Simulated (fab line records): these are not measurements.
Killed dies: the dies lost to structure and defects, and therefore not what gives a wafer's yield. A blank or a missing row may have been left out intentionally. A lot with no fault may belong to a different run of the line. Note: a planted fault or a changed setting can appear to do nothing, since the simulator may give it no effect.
A single fault, viewed from 3 desks + flow n5 finfet + every desk sees just its own numbers, and what lay behind them comes last

== THE DEFECT DESK ==
Inspection counts along the route, by lot: the mean over sampled wafers that carry a number. Any lot whose mean is over 4 standard deviations away from the usual mean is out of limits and marked OUT; that distance is given in the brackets.
Columns: A = raw defect count at N5_FIN_SAQP_INSPECT_18, usual 399
| lot  | first seen here | A   |
|------|-----------------|-----|
| L796 | day 1 23:09     | 317 |
| L802 | day 3 11:03     | 383 |
| L805 | day 4 04:08     | 393 |
| L808 | day 4 21:58     | 570 |
| L818 | day 7 10:59     | 482 |
This desk found nothing out of limits on any of the 5 lots.

== METROLOGY DESK ==
What the gauges read for every lot (on any tool): the sampled wafers with a number, averaged. Any lot whose mean is over 4 standard deviations away from the usual mean is out of limits and marked OUT; that distance is given in the brackets. Readings shown: 7 of its 14, picked as those furthest out on some lot.
Columns: A = thk nm at N5_FIN_SAQP_THK_MEAS_07, usual 60.3 nm; B = DIBL_N at N5_BEOL_M4_RC_MEAS_101, usual 36.6 mV/V; C = IOFF_N at N5_BEOL_M4_RC_MEAS_101, usual 0.167 nA/um; D = ION_N at N5_BEOL_M4_RC_MEAS_101, usual 678 uA/um; E = ION_P at N5_BEOL_M4_RC_MEAS_101, usual 464 uA/um; F = SS_P at N5_BEOL_M4_RC_MEAS_101, usual 73.4 mV/dec; G = VT_N at N5_BEOL_M4_RC_MEAS_101, usual 248.5 mV
| lot  | first seen here | A    | B    | C     | D   | E   | F    | G     |
|------|-----------------|------|------|-------|-----|-----|------|-------|
| L796 | day 1 22:20     | 60.1 | 35.8 | 0.159 | 683 | 461 | 73.0 | 247.4 |
| L802 | day 3 10:17     | 61.5 | 38.7 | 0.198 | 692 | 475 | 73.5 | 245.2 |
| L805 | day 4 03:31     | 60.0 | 36.7 | 0.204 | 681 | 468 | 74.0 | 246.1 |
| L808 | day 4 21:20     | 60.5 | 35.5 | 0.145 | 676 | 467 | 72.7 | 250.4 |
| L818 | day 7 10:22     | 59.5 | 38.3 | 0.214 | 696 | 470 | 74.3 | 243.3 |
This desk found nothing out of limits on any of the 5 lots.

== TOOL OWNER'S DESK, pecvd-02 ==
The tool's own readings at N5_FIN_SAQP_HM_DEP_72 (deposits SiO2 from SiH4/N2O, target thk 12 nm, time 7.2 s): means of the sampled wafers that have a number, for each lot that ran on this tool. Any lot whose mean is over 4 standard deviations away from the usual mean is out of limits and marked OUT; that distance is given in the brackets.
Columns: A = heater power w at N5_FIN_SAQP_HM_DEP_72, usual 754 W; B = showerhead plenum p Torr at N5_FIN_SAQP_HM_DEP_72, usual 8.10 Torr
| lot  | first seen here | A   | B    |
|------|-----------------|-----|------|
| L796 | day 1 22:38     | 777 | 8.33 |
| L818 | day 7 10:37     | 842 | 8.32 |
This desk found nothing out of limits on any of the 2 lots.

== PUT TOGETHER ==
Nothing out of limits was seen by the defect desk.
The metrology desk saw nothing out of limits.
Nothing out of limits was seen by the tool owner's desk.

== WHAT THE SIMULATOR PUT IN ==
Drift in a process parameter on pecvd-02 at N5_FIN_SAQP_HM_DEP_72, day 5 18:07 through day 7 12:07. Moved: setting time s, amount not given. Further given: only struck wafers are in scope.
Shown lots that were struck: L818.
